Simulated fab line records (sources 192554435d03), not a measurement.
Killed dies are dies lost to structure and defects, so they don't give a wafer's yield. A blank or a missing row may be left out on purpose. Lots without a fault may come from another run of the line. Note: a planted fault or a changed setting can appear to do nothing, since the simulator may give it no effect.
fab line records ; flow n5_finfet
[record] lots = 7; wafers = 21
route steps=1938 shown BEOL_M9@1446 BEOL_M10@1512 BEOL_M13@1661
start_h: hours from the record's opening day to when the first of the lot's shown wafers began ; wait_h: hours elapsed since this lot's preceding step ; " the same as in the row above ; L1.1+2: a row that stands for several wafers ; - no value, or no start given ; * or withheld: withheld ; < > ~ a bound
route shown NAME@n: NAME is a module with steps in the file, n the number in the route of the first one ; usual: mean and standard deviation over wafers with no fault ; same: alike in all rows ; chamber/n: place in a boat ; sites: per-site readings ; _std_site: their standard deviation ; _edge_site: mean of outer sites minus mean of inner sites ; radius_mm: for every site, how far away it sits from the centre of the wafer ; mask NAME#n: copy n ; behind: the tool/chamber that last shaped the wafer ; hold: the reason the lot was held/the length of the hold in hours/how it ended ; device: the n, p or np transistor that did not switch ; end of line: at the end of the route, the tests of the same wafers ; a step with no rows: only its recipe ; killed: count of dies lost to structure and defects at first sort (not the wafer's yield) ; map: the dies of a wafer, with x for killed, . for not killed, _ for no die there
set.NAME: the setting that was run; set.NAME@STEP: the one run at that earlier step ; model.NAME: the simulator's own value behind a step, which no gauge read
one table per step and one row per wafer, for lots whose settings were changed on purpose
[[steps]]
[step N5_BEOL_M9_TRENCH_ETCH_37]
[recipe] chemistry = C4F6/O2; target_depth_a = 1514.3; target = SiCOH_lowk; time_s = 49; ion_energy_ev = 250; pressure_mtorr = 30; source_w = 345; bias_w = 185; Ar_flow_sccm = 300; C4F6_flow_sccm = 10; O2_flow_sccm = 10
lot.wafer;tool;chamber;start_h;wait_h;set.time_s;model.BEOL_M9.feature_depth_nm;model.etch.depth_nm;model.TiN_of_BEOL_M9_HM_DEP_02.thk_nm
L082.1;rie_diel-02;1;-;-;49;152;151.9;15.6
L082.2;rie_diel-02;3;-;-;49;153;153.1;15.4
L082.3;rie_diel-02;0;-;-;49;151.8;151.9;15.4
L083.4;rie_diel-02;0;-;-;49;152.6;152.6;15.4
L083.5;rie_diel-02;2;-;-;40.35;127;126.9;16.6
L083.6;rie_diel-02;1;-;-;40.35;124.8;124.8;16.6
L087.2;rie_diel-02;0;-;-;49;153;153.1;15.6
L087.5;rie_diel-02;0;-;-;49;152.6;152.5;15.6
L087.6;rie_diel-02;1;-;-;59.42;186.8;186.8;14.6
L089.1;rie_diel-02;2;-;-;49;153;153;15.8
L089.5;rie_diel-02;2;-;-;49;153.6;153.5;15.6
L089.6;rie_diel-02;1;-;-;49;151.8;151.8;15.8
L088.2;rie_diel-03;3;-;-;49;148.4;148.3;16
L088.5;rie_diel-03;1;-;-;49;148.6;148.6;16
L088.6;rie_diel-03;0;-;-;49;155.8;155.8;16
L094.1;rie_diel-05;3;-;-;49;143.2;143.2;15.8
L094.4;rie_diel-05;0;-;-;58.26;179.8;179.8;15
L094.5;rie_diel-05;0;-;-;58.26;180;180;15
L093.1;rie_diel-03;3;-;-;49;147.6;147.6;15.8
L093.3;rie_diel-03;1;-;-;49;147.4;147.5;15.8
L093.5;rie_diel-03;0;-;-;49;154.2;154.3;15.8
[step N5_BEOL_M9_ETCH_41]
[recipe] chemistry = CH3F/O2; target = SiCN; target_depth_a = 366; taper_deg = 2; time_s = 70.1; ion_energy_ev = 120; mask_material = TiN; pressure_mtorr = 30; source_w = 395; bias_w = 75; Ar_flow_sccm = 150; CH3F_flow_sccm = 30; O2_flow_sccm = 20
[step N5_BEOL_M9_STRIP_80]
[recipe] chemistry = N2/H2; time_s = 10; power_w = 450; temp_c = 40; pressure_mtorr = 20; rf_frequency_hz = 6e+07; bias_power_w = 7; n2_flow_sccm = 200; h2_flow_sccm = 200
[step N5_BEOL_M9_OCD_MEAS_38]
[usual] trench_depth_nm = 151/3.4
lot.wafer;tool;chamber;start_h;wait_h;set.time_s@BEOL_M9_TRENCH_ETCH_37;trench_depth_nm
L082.1;ocd-02;-;264.43;-;49;152
L082.2;ocd-02;-;264.43;-;49;153
L082.3;ocd-02;-;264.43;-;49;152
L083.4;ocd-02;-;268.61;-;49;153
L083.5;ocd-02;-;268.61;-;40.35;127
L083.6;ocd-02;-;268.61;-;40.35;125
L087.2;ocd-01;-;292.79;-;49;153
L087.5;ocd-01;-;292.79;-;49;153
L087.6;ocd-01;-;292.79;-;59.42;186
L089.1;ocd-01;-;306.63;-;49;153
L089.5;ocd-01;-;306.63;-;49;153
L089.6;ocd-01;-;306.63;-;49;152
L088.2;ocd-01;-;307.86;-;49;149
L088.5;ocd-01;-;307.86;-;49;148
L088.6;ocd-01;-;307.86;-;49;156
L094.1;ocd-01;-;332.69;-;49;143
L094.4;ocd-01;-;332.69;-;58.26;180
L094.5;ocd-01;-;332.69;-;58.26;180
L093.1;ocd-01;-;333.08;-;49;147
L093.3;ocd-01;-;333.08;-;49;147
L093.5;ocd-01;-;333.08;-;49;154
[step N5_BEOL_M9_HM_STRIP_39]
[recipe] chemistry = peroxide_tin_strip; material = TiN; target_depth_a = 250; temp_c = 50; time_s = 158
lot.wafer;tool;chamber;start_h;wait_h;set.time_s
L082.1+2+3;-;-;-;0.0;137.5
L083.4+5+6;-;-;-;0.0;128.1
L087.2+5+6;-;-;-;0.0;184.8
L089.1+5+6;-;-;-;0.0;191.5
L088.2+5+6;-;-;-;0.0;191.2
L094.1+4+5;-;-;-;0.0;123.1
L093.1+3+5;wet_bench-05;7,6,4;333.11;0.0;158
[step N5_BEOL_M9_SRD_40]
[recipe] time_s = 30; temp_c = 23; rinse_liquid = diw; dry = ipa_marangoni
[step N5_BEOL_M9_PRECLEAN_42]
[recipe] chemistry = residue_remover; time_s = 60; temp_c = 40
[step N5_BEOL_M9_ECD_50]
[recipe] material = Cu; target_thk_a = 3180
[step N5_BEOL_M9_ANNEAL_51]
[recipe] temp_c = 225; time_s = 90; ambient = N2
[step N5_BEOL_M9_CMP_52]
[recipe] stop_on = SiCOH_lowk; t_overpolish_s = 7; down_force_psi = 1; platen_rpm = 50; clearing_platen_down_force_psi = 1.5; clearing_platen_rpm = 50; post_cmp_clean = cu_alkaline; target_thk_nm = 140; clearing_platen_pad_velocity_m_s = 0.99484; pad_velocity_m_s = 0.99484
lot.wafer;tool;chamber;start_h;wait_h;set.time_s@BEOL_M9_TRENCH_ETCH_37;model.Cu_of_BEOL_M9_ECD_50.thk_nm
L082.2;cmp-03;3;269.94;0.2;49;141
L082.3;cmp-03;1;269.94;0.2;49;137.8
L082.1;cmp-03;2;269.94;0.2;49;140
L083.4;cmp-03;3;272.21;0.2;49;139.6
L083.6;cmp-03;1;272.21;0.2;40.35;110.6
L083.5;cmp-03;2;272.21;0.2;40.35;114
L087.2;cmp-02;3;294.63;0.3;49;139.6
L087.5;cmp-02;0;294.63;0.3;49;140.2
L087.6;cmp-02;1;294.63;0.3;59.42;177.2
L089.1;cmp-03;1;309.31;0.4;49;142.4
L089.6;cmp-03;2;309.31;0.4;49;142.2
L089.5;cmp-03;3;309.31;0.4;49;144.2
L088.2;cmp-02;2;310.68;0.3;49;139.6
L088.6;cmp-02;3;310.68;0.3;49;143.8
L088.5;cmp-02;0;310.68;0.3;49;136
L094.4+5;cmp-04;0;335.68;0.1;58.26;169
L094.1;cmp-04;2;335.68;0.1;49;130.4
L093.1;cmp-03;2;336.62;0.3;49;139.8
L093.3;cmp-03;3;336.62;0.3;49;139
L093.5;cmp-03;1;336.62;0.3;49;143.8
[step N5_BEOL_M9_THK_MEAS_53]
[recipe] thk_meas_gauge = xrf; reads = Cu_of_BEOL_M9_ECD_50
[usual] M9_THK = 141/3.8
lot.wafer;tool;chamber;start_h;wait_h;set.time_s@BEOL_M9_TRENCH_ETCH_37;M9_THK[nm]
L082.1;film_metro-01;-;270.24;-;49;140
L082.2;film_metro-01;-;270.24;-;49;142
L082.3;film_metro-01;-;270.24;-;49;138
L083.4;film_metro-01;-;272.43;-;49;139
L083.5;film_metro-01;-;272.43;-;40.35;113
L083.6;film_metro-01;-;272.43;-;40.35;110
L087.2;film_metro-01;-;294.81;-;49;141
L087.5;film_metro-01;-;294.81;-;49;141
L087.6;film_metro-01;-;294.81;-;59.42;180
L089.1;film_metro-02;-;309.49;-;49;145
L089.5;film_metro-02;-;309.49;-;49;146
L089.6;film_metro-02;-;309.49;-;49;145
L088.2;film_metro-02;-;310.86;-;49;141
L088.5;film_metro-02;-;310.86;-;49;138
L088.6;film_metro-02;-;310.86;-;49;145
L094.1;film_metro-01;-;335.97;-;49;131
L094.4;film_metro-01;-;335.97;-;58.26;170
L094.5;film_metro-01;-;335.97;-;58.26;170
L093.1;film_metro-02;-;336.87;-;49;141
L093.3;film_metro-02;-;336.87;-;49;141
L093.5;film_metro-02;-;336.87;-;49;146
[step N5_BEOL_M9_PRE_CLEAN_55]
[recipe] gas = NH3; time_s = 15; temp_c = withheld; rf_power_w = 300
[step N5_BEOL_M9_DEP_56]
[recipe] material = SiCN; target_thk_a = 150; temp_c = withheld; precursor = 3MS/NH3; pressure_torr = 3; rf_w = 202; time_s = 26.5
[step N5_BEOL_M9_RS_MEAS_57]
[recipe] thk_meas_gauge = four-point-probe; reads = Cu_of_BEOL_M9_ECD_50+Co_of_BEOL_M9_CVD_78+TaN_of_BEOL_M9_ALD_74
[usual] M9_RS = 0.151/0.0043
lot.wafer;tool;chamber;start_h;wait_h;set.time_s@BEOL_M9_TRENCH_ETCH_37;M9_RS[ohm/sq]
L082.1;film_metro-01;-;270.37;0.1;49;0.151
L082.2;film_metro-01;-;270.37;0.1;49;0.149
L082.3;film_metro-01;-;270.37;0.1;49;0.153
L083.4;film_metro-02;-;272.57;0.0;49;0.151
L083.5;film_metro-02;-;272.57;0.0;40.35;0.190
L083.6;film_metro-02;-;272.57;0.0;40.35;0.197
L087.2;film_metro-01;-;294.94;0.1;49;0.151
L087.5;film_metro-01;-;294.94;0.1;49;0.151
L087.6;film_metro-01;-;294.94;0.1;59.42;0.116
L089.1;film_metro-02;-;309.63;0.1;49;0.148
L089.5;film_metro-02;-;309.63;0.1;49;0.146
L089.6;film_metro-02;-;309.63;0.1;49;0.148
L088.2;film_metro-01;-;310.99;0.1;49;0.151
L088.5;film_metro-01;-;310.99;0.1;49;0.156
L088.6;film_metro-01;-;310.99;0.1;49;0.146
L094.1;film_metro-02;-;336.11;0.1;49;0.163
L094.4;film_metro-02;-;336.11;0.1;58.26;0.123
L094.5;film_metro-02;-;336.11;0.1;58.26;0.122
L093.1;film_metro-02;-;337.01;0.1;49;0.151
L093.3;film_metro-02;-;337.01;0.1;49;0.152
L093.5;film_metro-02;-;337.01;0.1;49;0.146
[step N5_BEOL_M10_TRENCH_ETCH_37]
[recipe] chemistry = C4F6/O2; target_depth_a = 1488.3; target = SiCOH_lowk; time_s = 48; ion_energy_ev = 250; pressure_mtorr = 30; source_w = 345; bias_w = 185; Ar_flow_sccm = 300; C4F6_flow_sccm = 10; O2_flow_sccm = 10
[usual] rf_vpp_V = 665/10
lot.wafer;tool;chamber;start_h;wait_h;set.source_w;rf_vpp_V;model.BEOL_M10.feature_depth_nm;model.etch.depth_nm
L082.1;rie_diel-04;1;-;-;302.1;717;136.6;136.7
L082.2;rie_diel-04;3;-;-;345;666;150.8;150.9
L082.3;rie_diel-04;2;-;-;302.1;725;137.8;137.7
L083.4;rie_diel-04;0;-;-;287.3;733;139.6;139.6
L083.5;rie_diel-04;1;-;-;287.3;736;136;136
L083.6;rie_diel-04;0;-;-;345;666;149.2;149.1
L087.2;rie_diel-06;1;-;-;345;649;151.8;151.8
L087.5;rie_diel-06;1;-;-;393;608;160.4;160.4
L087.6;rie_diel-06;0;-;-;393;610;157;157.1
L088.2;rie_diel-01;2;-;-;291.4;731;137.6;137.6
L088.5;rie_diel-01;0;-;-;345;675;148.6;148.6
L088.6;rie_diel-01;3;-;-;345;649;152.4;152.4
L089.1;rie_diel-06;3;-;-;313.6;706;145.6;145.6
L089.5;rie_diel-06;0;-;-;345;649;151.4;151.4
L089.6;rie_diel-06;1;-;-;345;651;153.6;153.5
L094.1;rie_diel-04;1;-;-;345;668;145;144.9
L094.4;rie_diel-04;2;-;-;345;677;144.8;144.8
L094.5;rie_diel-04;2;-;-;345;677;145.6;145.5
L093.1;rie_diel-06;1;-;-;345;648;151;151.1
L093.3;rie_diel-06;2;-;-;345;667;151.6;151.7
L093.5;rie_diel-06;1;-;-;345;650;153;153
[step N5_BEOL_M10_ETCH_41]
[recipe] chemistry = CH3F/O2; target = SiCN; target_depth_a = 426; taper_deg = 2; time_s = 86; ion_energy_ev = 120; mask_material = TiN; pressure_mtorr = 30; source_w = 395; bias_w = 75; Ar_flow_sccm = 150; CH3F_flow_sccm = 30; O2_flow_sccm = 20
[step N5_BEOL_M10_STRIP_77]
[recipe] chemistry = N2/H2; time_s = 10; power_w = 450; temp_c = 40; pressure_mtorr = 20; rf_frequency_hz = 6e+07; bias_power_w = 7; n2_flow_sccm = 200; h2_flow_sccm = 200
[step N5_BEOL_M10_OCD_MEAS_38]
[usual] trench_depth_nm = 149/3.1
lot.wafer;tool;chamber;start_h;wait_h;set.source_w@BEOL_M10_TRENCH_ETCH_37;trench_depth_nm
L082.1;ocd-01;-;274.93;-;302.1;137
L082.2;ocd-01;-;274.93;-;345;151
L082.3;ocd-01;-;274.93;-;302.1;138
L083.4;ocd-01;-;277.02;-;287.3;140
L083.5;ocd-01;-;277.02;-;287.3;136
L083.6;ocd-01;-;277.02;-;345;149
L087.2;ocd-02;-;298.82;-;345;152
L087.5;ocd-02;-;298.82;-;393;160
L087.6;ocd-02;-;298.82;-;393;157
L088.2;ocd-02;-;315.51;-;291.4;137
L088.5;ocd-02;-;315.51;-;345;148
L088.6;ocd-02;-;315.51;-;345;152
L089.1;ocd-01;-;315.77;-;313.6;145
L089.5;ocd-01;-;315.77;-;345;152
L089.6;ocd-01;-;315.77;-;345;154
L094.1;ocd-01;-;340.33;-;345;145
L094.4;ocd-01;-;340.33;-;345;145
L094.5;ocd-01;-;340.33;-;345;145
L093.1;ocd-02;-;341.30;-;345;151
L093.3;ocd-02;-;341.30;-;345;152
L093.5;ocd-02;-;341.30;-;345;154
[step N5_BEOL_M10_HM_STRIP_39]
[recipe] chemistry = peroxide_tin_strip; material = TiN; target_depth_a = 250; temp_c = 50; time_s = 158
[step N5_BEOL_M10_SRD_40]
[recipe] time_s = 30; temp_c = 23; rinse_liquid = diw; dry = ipa_marangoni
[step N5_BEOL_M10_ECD_50]
[recipe] material = Cu; target_thk_a = 3180
[step N5_BEOL_M10_ANNEAL_51]
[recipe] temp_c = 225; time_s = 90; ambient = N2
[step N5_BEOL_M10_CMP_52]
[recipe] stop_on = SiCOH_lowk; t_overpolish_s = 7; down_force_psi = 1; platen_rpm = 50; clearing_platen_down_force_psi = 1.5; clearing_platen_rpm = 50; post_cmp_clean = cu_alkaline; target_thk_nm = 140; clearing_platen_pad_velocity_m_s = 0.99484; pad_velocity_m_s = 0.99484
lot.wafer;tool;chamber;start_h;wait_h;set.source_w@BEOL_M10_TRENCH_ETCH_37;model.Cu_of_BEOL_M10_ECD_50.thk_nm
L082.1;cmp-02;3;277.36;0.3;302.1;128
L082.3;cmp-02;1;277.36;0.3;302.1;130
L082.2;cmp-02;2;277.36;0.3;345;142.8
L083.4;cmp-03;3;282.55;0.2;287.3;130.4
L083.6;cmp-03;0;282.55;0.2;345;139
L083.5;cmp-03;1;282.55;0.2;287.3;124.8
L087.2;cmp-03;2;302.77;0.2;345;142.8
L087.6;cmp-03;2;302.77;0.2;393;149.2
L087.5;cmp-03;3;302.77;0.2;393;152.2
L088.2;cmp-02;2;317.69;0.2;291.4;129.2
L088.6;cmp-02;1;317.69;0.2;345;144.2
L088.5;cmp-02;2;317.69;0.2;345;140.2
L089.1;cmp-02;2;318.03;0.3;313.6;139.2
L089.6;cmp-02;1;318.03;0.3;345;146.8
L089.5;cmp-02;2;318.03;0.3;345;145.2
L094.4;cmp-01;0;342.42;0.2;345;136.6
L094.1;cmp-01;2;342.42;0.2;345;135.8
L094.5;cmp-01;0;342.42;0.2;345;137.4
L093.1;cmp-03;0;345.14;0.3;345;143.2
L093.3;cmp-03;1;345.14;0.3;345;144
L093.5;cmp-03;0;345.14;0.3;345;144.8
[step N5_BEOL_M10_THK_MEAS_53]
[recipe] thk_meas_gauge = xrf; reads = Cu_of_BEOL_M10_ECD_50
[usual] M10_THK = 141/3.6
lot.wafer;tool;chamber;start_h;wait_h;set.source_w@BEOL_M10_TRENCH_ETCH_37;M10_THK[nm]
L082.1;film_metro-02;-;277.65;-;302.1;131
L082.2;film_metro-02;-;277.65;-;345;146
L082.3;film_metro-02;-;277.65;-;302.1;133
L083.4;film_metro-02;-;282.74;-;287.3;130
L083.5;film_metro-02;-;282.74;-;287.3;125
L083.6;film_metro-02;-;282.74;-;345;139
L087.2;film_metro-01;-;303.06;-;345;143
L087.5;film_metro-01;-;303.06;-;393;153
L087.6;film_metro-01;-;303.06;-;393;150
L088.2;film_metro-02;-;317.94;-;291.4;130
L088.5;film_metro-02;-;317.94;-;345;142
L088.6;film_metro-02;-;317.94;-;345;146
L089.1;film_metro-01;-;318.29;-;313.6;142
L089.5;film_metro-01;-;318.29;-;345;148
L089.6;film_metro-01;-;318.29;-;345;149
L094.1;film_metro-02;-;342.68;-;345;137
L094.4;film_metro-02;-;342.68;-;345;138
L094.5;film_metro-02;-;342.68;-;345;138
L093.1;film_metro-01;-;345.40;-;345;144
L093.3;film_metro-01;-;345.40;-;345;144
L093.5;film_metro-01;-;345.40;-;345;144
[step N5_BEOL_M10_PRE_CLEAN_55]
[recipe] gas = NH3; time_s = 15; temp_c = withheld; rf_power_w = 300
[step N5_BEOL_M10_DEP_56]
[recipe] material = SiCN; target_thk_a = 150; temp_c = withheld; precursor = 3MS/NH3; pressure_torr = 3; rf_w = 202; time_s = 26.5
[step N5_BEOL_M10_RS_MEAS_57]
[recipe] thk_meas_gauge = four-point-probe; reads = Cu_of_BEOL_M10_ECD_50+Co_of_BEOL_M10_CVD_75+TaN_of_BEOL_M10_ALD_74
[usual] M10_RS = 0.151/0.0042
lot.wafer;tool;chamber;start_h;wait_h;set.source_w@BEOL_M10_TRENCH_ETCH_37;M10_RS[ohm/sq]
L082.1;film_metro-01;-;277.79;0.1;302.1;0.166
L082.2;film_metro-01;-;277.79;0.1;345;0.148
L082.3;film_metro-01;-;277.79;0.1;302.1;0.164
L083.4;film_metro-02;-;282.87;0.0;287.3;0.163
L083.5;film_metro-02;-;282.87;0.0;287.3;0.172
L083.6;film_metro-02;-;282.87;0.0;345;0.152
L087.2;film_metro-02;-;303.20;0.1;345;0.148
L087.5;film_metro-02;-;303.20;0.1;393;0.138
L087.6;film_metro-02;-;303.20;0.1;393;0.141
L088.2;film_metro-01;-;318.08;0.1;291.4;0.165
L088.5;film_metro-01;-;318.08;0.1;345;0.151
L088.6;film_metro-01;-;318.08;0.1;345;0.146
L089.1;film_metro-02;-;318.43;0.1;313.6;0.152
L089.5;film_metro-02;-;318.43;0.1;345;0.145
L089.6;film_metro-02;-;318.43;0.1;345;0.143
L094.1;film_metro-02;-;342.81;0.1;345;0.156
L094.4;film_metro-02;-;342.81;0.1;345;0.155
L094.5;film_metro-02;-;342.81;0.1;345;0.154
L093.1;film_metro-01;-;345.53;0.1;345;0.147
L093.3;film_metro-01;-;345.53;0.1;345;0.146
L093.5;film_metro-01;-;345.53;0.1;345;0.145
[step N5_BEOL_M13_COAT_58]
[recipe] resist = BARC; temp_c = 205; time_s = 60; spin_rpm = 1500; resist_thk_nm = 89
lot.wafer;tool;chamber;start_h;wait_h;set.spin_rpm;model.BARC_of_BEOL_M13_COAT_58.thk_nm
L082.1+2;litho_track-03;0;292.29;0.0;1500;88.8
L082.3;litho_track-03;0;292.29;0.0;1594;86.2
L083.4;litho_track-02;0;294.99;0.0;1500;88.4
L083.5;litho_track-02;0;294.99;0.0;1413;91.2
L083.6;litho_track-02;0;294.99;0.0;1413;91
L087.2;litho_track-03;0;319.20;0.0;1500;88.6
L087.5;litho_track-03;0;319.20;0.0;1554;87.4
L087.6;litho_track-03;0;319.20;0.0;1500;89
L088.2;litho_track-01;0;331.42;0.0;1500;89
L088.5;litho_track-01;0;331.42;0.0;1500;88.4
L088.6;litho_track-01;0;331.42;0.0;1447;90.8
L089.1+6;litho_track-02;0;333.89;0.0;1500;89.2
L089.5;litho_track-02;0;333.89;0.0;1500;89.4
L094.1;litho_track-01;0;361.26;0.0;1614;85.4
L094.4;litho_track-01;0;361.26;0.0;1500;88.8
L094.5;litho_track-01;0;361.26;0.0;1614;85.2
L093.1+3+5;litho_track-02;0;361.54;0.0;1500;89.2
[step N5_BEOL_M13_COAT_04]
[recipe] spin_rpm = 1625; resist_thk_nm = 400
[step N5_BEOL_M13_EBR_06]
[recipe] solvent = PGMEA; ebr_width_mm = 1.5
[step N5_BEOL_M13_DESCUM_15]
[recipe] chemistry = O2; time_s = 7.9; source_power_w = 50; bias_power_w = 20; pressure_mtorr = 20; rf_frequency_hz = 2.712e+07; temp_c = 40; o2_flow_sccm = 225
[step N5_BEOL_M13_ETCH_59]
[recipe] chemistry = N2/H2; target = BARC; target_depth_a = 890; overetch_a = 267; time_s = 67.9; ion_energy_ev = 200; pressure_mtorr = 30; source_w = 840; bias_w = 150; n2_flow_sccm = 200; h2_flow_sccm = 200
lot.wafer;tool;chamber;start_h;wait_h;set.spin_rpm@BEOL_M13_COAT_58;model.etch.depth_nm
L082.1;rie_diel-03;3;292.82;0.0;1500;88.7
L082.2;rie_diel-03;1;292.82;0.0;1500;88.84
L082.3;rie_diel-03;0;292.82;0.0;1594;86.11
L083.4;rie_diel-05;0;295.89;0.0;1500;88.32
L083.5;rie_diel-05;2;295.89;0.0;1413;91.25
L083.6;rie_diel-05;1;295.89;0.0;1413;91.08
L087.2;rie_diel-02;3;319.72;0.0;1500;88.67
L087.5;rie_diel-02;3;319.72;0.0;1554;87.32
L087.6;rie_diel-02;1;319.72;0.0;1500;88.92
L088.2;rie_diel-05;0;331.97;0.0;1500;89.01
L088.5;rie_diel-05;3;331.97;0.0;1500;88.36
L088.6;rie_diel-05;0;331.97;0.0;1447;90.73
L089.1;rie_diel-05;0;334.55;0.0;1500;89.17
L089.5;rie_diel-05;0;334.55;0.0;1500;89.47
L089.6;rie_diel-05;3;334.55;0.0;1500;89.24
L094.1;rie_diel-05;2;362.57;0.0;1614;85.42
L094.4;rie_diel-05;0;362.57;0.0;1500;88.71
L094.5;rie_diel-05;3;362.57;0.0;1614;85.12
L093.1;rie_diel-02;3;362.58;0.0;1500;89.26
L093.3;rie_diel-02;0;362.58;0.0;1500;89.11
L093.5;rie_diel-02;0;362.58;0.0;1500;89.18
[step N5_BEOL_M13_VIA_ETCH_16]
[recipe] chemistry = C4F8/O2/Ar; target = SiOC; pressure_mtorr = 30; source_w = 3000; bias_w = 700; Ar_flow_sccm = 400; C4F8_flow_sccm = 15; O2_flow_sccm = 8; he_inner_torr = 15; he_outer_torr = 30; target_depth_a = 9217; time_s = withheld; ion_energy_ev = 250; ends = cleared
[step N5_BEOL_M13_STRIP_63]
[recipe] chemistry = N2/H2; power_w = 1000; temp_c = 250; h2_frac = 0.65; overash_fraction = 0.3; pressure_mtorr = 1000; n2_flow_sccm = 1750; h2_flow_sccm = 3250
[step N5_BEOL_M13_STRIP_64]
[recipe] chemistry = N2/H2; power_w = 1000; temp_c = 250; h2_frac = 0.65; overash_fraction = 0.3; pressure_mtorr = withheld; n2_flow_sccm = 1750; h2_flow_sccm = 3250
[usual] strip_time_to_endpoint_s = 31.28/0.072
lot.wafer;tool;chamber;start_h;wait_h;set.spin_rpm@BEOL_M13_COAT_58;strip_time_to_endpoint_s
L082.1;plasma_asher-01;0;293.17;0.0;1500;31.23
L082.2;plasma_asher-01;1;293.17;0.0;1500;31.26
L082.3;plasma_asher-01;0;293.17;0.0;1594;30.48
L083.4;plasma_asher-02;1;296.26;0.0;1500;31.12
L083.5;plasma_asher-02;0;296.26;0.0;1413;31.95
L083.6;plasma_asher-02;1;296.26;0.0;1413;31.90
L087.2;plasma_asher-02;0;320.07;0.0;1500;31.22
L087.5;plasma_asher-02;1;320.07;0.0;1554;30.84
L087.6;plasma_asher-02;0;320.07;0.0;1500;31.28
L088.2;plasma_asher-02;0;332.32;0.0;1500;31.32
L088.5;plasma_asher-02;0;332.32;0.0;1500;31.12
L088.6;plasma_asher-02;1;332.32;0.0;1447;31.80
L089.1;plasma_asher-01;0;334.90;0.0;1500;31.36
L089.5;plasma_asher-01;1;334.90;0.0;1500;31.44
L089.6;plasma_asher-01;0;334.90;0.0;1500;31.39
L094.1;plasma_asher-01;1;362.93;0.0;1614;30.28
L094.4;plasma_asher-01;1;362.93;0.0;1500;31.23
L094.5;plasma_asher-01;0;362.93;0.0;1614;30.20
L093.1;plasma_asher-02;1;362.94;0.0;1500;31.40
L093.3;plasma_asher-02;0;362.94;0.0;1500;31.34
L093.5;plasma_asher-02;1;362.94;0.0;1500;31.36
[[key]]
[split] step = N5_BEOL_M9_TRENCH_ETCH_37; setting = time_s; stated = 49; by = wafer
[response] step = N5_BEOL_M9_TRENCH_ETCH_37; reading = model.BEOL_M9.feature_depth_nm; change = +1.68; per = 1%; r = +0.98
[response] step = N5_BEOL_M9_TRENCH_ETCH_37; reading = model.etch.depth_nm; change = +1.68; per = 1%; r = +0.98
[response] step = N5_BEOL_M9_TRENCH_ETCH_37; reading = model.TiN_of_BEOL_M9_HM_DEP_02.thk_nm; change = -0.0514; per = 1%; r = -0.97
[response] step = N5_BEOL_M9_OCD_MEAS_38; reading = trench_depth_nm; change = +1.67; per = 1%; r = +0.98
[response] step = N5_BEOL_M9_CMP_52; reading = model.Cu_of_BEOL_M9_ECD_50.thk_nm; change = +1.79; per = 1%; r = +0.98
[response] step = N5_BEOL_M9_THK_MEAS_53; reading = M9_THK; change = +1.81; per = 1%; r = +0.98
[response] step = N5_BEOL_M9_RS_MEAS_57; reading = M9_RS; change = -0.002; per = 1%; r = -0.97
[split] step = N5_BEOL_M9_HM_STRIP_39; setting = time_s; stated = 158; by = lot
response none clear
[split] step = N5_BEOL_M10_TRENCH_ETCH_37; setting = source_w; stated = 345; by = wafer
[response] step = N5_BEOL_M10_TRENCH_ETCH_37; reading = rf_vpp_V; change = -4.17; per = 1%; r = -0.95
[response] step = N5_BEOL_M10_TRENCH_ETCH_37; reading = model.BEOL_M10.feature_depth_nm; change = +0.755; per = 1%; r = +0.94
[response] step = N5_BEOL_M10_TRENCH_ETCH_37; reading = model.etch.depth_nm; change = +0.754; per = 1%; r = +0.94
[response] step = N5_BEOL_M10_OCD_MEAS_38; reading = trench_depth_nm; change = +0.739; per = 1%; r = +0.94
[response] step = N5_BEOL_M10_CMP_52; reading = model.Cu_of_BEOL_M10_ECD_50.thk_nm; change = +0.773; per = 1%; r = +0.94
[response] step = N5_BEOL_M10_THK_MEAS_53; reading = M10_THK; change = +0.775; per = 1%; r = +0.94
[response] step = N5_BEOL_M10_RS_MEAS_57; reading = M10_RS; change = -0.000952; per = 1%; r = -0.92
[split] step = N5_BEOL_M13_COAT_58; setting = spin_rpm; stated = 1500; by = wafer
[response] step = N5_BEOL_M13_COAT_58; reading = model.BARC_of_BEOL_M13_COAT_58.thk_nm; change = -0.455; per = 1%; r = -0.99
[response] step = N5_BEOL_M13_ETCH_59; reading = model.etch.depth_nm; change = -0.46; per = 1%; r = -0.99
[response] step = N5_BEOL_M13_STRIP_64; reading = strip_time_to_endpoint_s; change = *; per = 1%; r = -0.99
